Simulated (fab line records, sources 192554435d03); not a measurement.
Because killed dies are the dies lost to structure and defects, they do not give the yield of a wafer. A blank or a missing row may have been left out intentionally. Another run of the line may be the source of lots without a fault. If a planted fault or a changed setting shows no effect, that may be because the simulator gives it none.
Split-lot study ; flow n5Finfet ; route with 1938 steps; 7 lots, 21 wafers read

== THE SPLIT ==
At N5_BEOL_M3_ETCH_70 (etches SOC in N2/H2, target depth 80 nm, overetch 16 nm, time 120 s), the setting sourceW was moved away from the recipe's 840 W on 10 of the 21 wafers read, by -12.0% to +16.2%. This setting was run at the recipe's value on the other wafers.

The reading is taken at the split's own step.

== THE READING ==
rfVppV, in V, at N5_BEOL_M3_ETCH_70 (etches SOC in N2/H2, target depth 80 nm, overetch 16 nm, time 120 s). A value of 525.6 V with a standard deviation of 2.4 V is what fault-free wafers of this fab line usually give.

wafer;tool, chamber at the split;sourceW as run, W;against the recipe;rfVppV, V;against lot-mates on the recipe
L075.1;rieDiel-01, 3;840;recipe;521.9;-
L075.2;rieDiel-01, 0;960.9;+14.4%;503.3;-18.6
L075.3;rieDiel-01, 2;960.9;+14.4%;501.4;-20.5
L076.2;rieDiel-01, 2;840;recipe;526.4;-
L076.4;rieDiel-01, 2;840;recipe;526.1;-
L076.6;rieDiel-01, 1;894.5;+6.5%;516.6;-9.6
L081.2;rieDiel-03, 1;840;recipe;527.4;-
L081.3;rieDiel-03, 0;840;recipe;527.4;-
L081.6;rieDiel-03, 1;840;recipe;526.7;-
L086.1;rieDiel-06, 0;976;+16.2%;501.5;-24.1
L086.3;rieDiel-06, 1;976;+16.2%;498.7;-26.9
L086.5;rieDiel-06, 3;840;recipe;525.6;-
L087.3;rieDiel-03, 1;888;+5.7%;517.7;-9.6
L087.4;rieDiel-03, 1;840;recipe;527.3;-
L087.5;rieDiel-03, 0;888;+5.7%;519.1;-8.2
L091.2;rieDiel-01, 3;840;recipe;522.4;-
L091.3;rieDiel-01, 0;739.4;-12.0%;548.9;+27.1
L091.4;rieDiel-01, 3;840;recipe;521.3;-
L092.1;rieDiel-01, 1;802;-4.5%;535.4;+14.1
L092.4;rieDiel-01, 0;802;-4.5%;534.8;+13.5
L092.6;rieDiel-01, 3;840;recipe;521.3;-

FIT RESULTS
A straight line over all 21 wafers: rfVppV changes by -1.65 V for each +1% of sourceW; r = -0.98; the points scatter about the line by 2.4 V.
The same after taking each lot's own level away (the mean of its wafers on the recipe; 21 wafers): -1.71 V for each +1%; r = -0.98; scatter 2.6 V.
Per that fit: largest sourceW move, reading shift of 28 V.
The span of the lots' own levels, 521.30 to 527.30 V, comes to 2.5 times the standard deviation stated above.
Consequently the slope shifts little with the lot-to-lot level, the two slopes agreeing.
Check: with one of the wafers moved furthest among these (+16.2%) left out of the fit, the line predicts -26.4 V for it against its lot-mates. It came out at -24.1 V against them.
Tool readings at the split's step, against how far the setting was moved: rfVppV r = -0.98.

== THESE WAFERS: OTHER SPLITS ==
These wafers also went through other splits before the reading. Each is held against what the fit with the lots' levels taken away leaves over:
other split on the same wafers;wafers away from the commonest value;r with rfVppV (lot level and that fit taken away)
N5_MOL_CONTACT_COAG_COAT_64 spinRpm;4;-0.04
N5_BEOL_M0_SAQP_ETCH_107 sourceW;8;+0.04
N5_BEOL_M0_SAQP_COAT_69 spinRpm;7;+0.32

== THE WHOLE CHAIN: every reading that the file lists as answering this split, in the file's order ==
step;what it does;reading;change (the file's fit);r (the file's)
N5_BEOL_M3_ETCH_70;etches SOC in N2/H2, target depth 80 nm, overetch 16 nm, time 120 s;rfVppV;-1.69 V for each +1% of the setting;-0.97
N5_BEOL_M3_ETCH_70;etches SOC in N2/H2, target depth 80 nm, overetch 16 nm, time 120 s;SiARC_of_BEOL_M3_COAT_68.thkNm (the simulator's own value, which no gauge read);-0.0269 nm for each +1% of the setting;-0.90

== THE FILE'S OWN FIT ==
rfVppV changes by -1.69 V for each +1% of sourceW, r = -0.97.
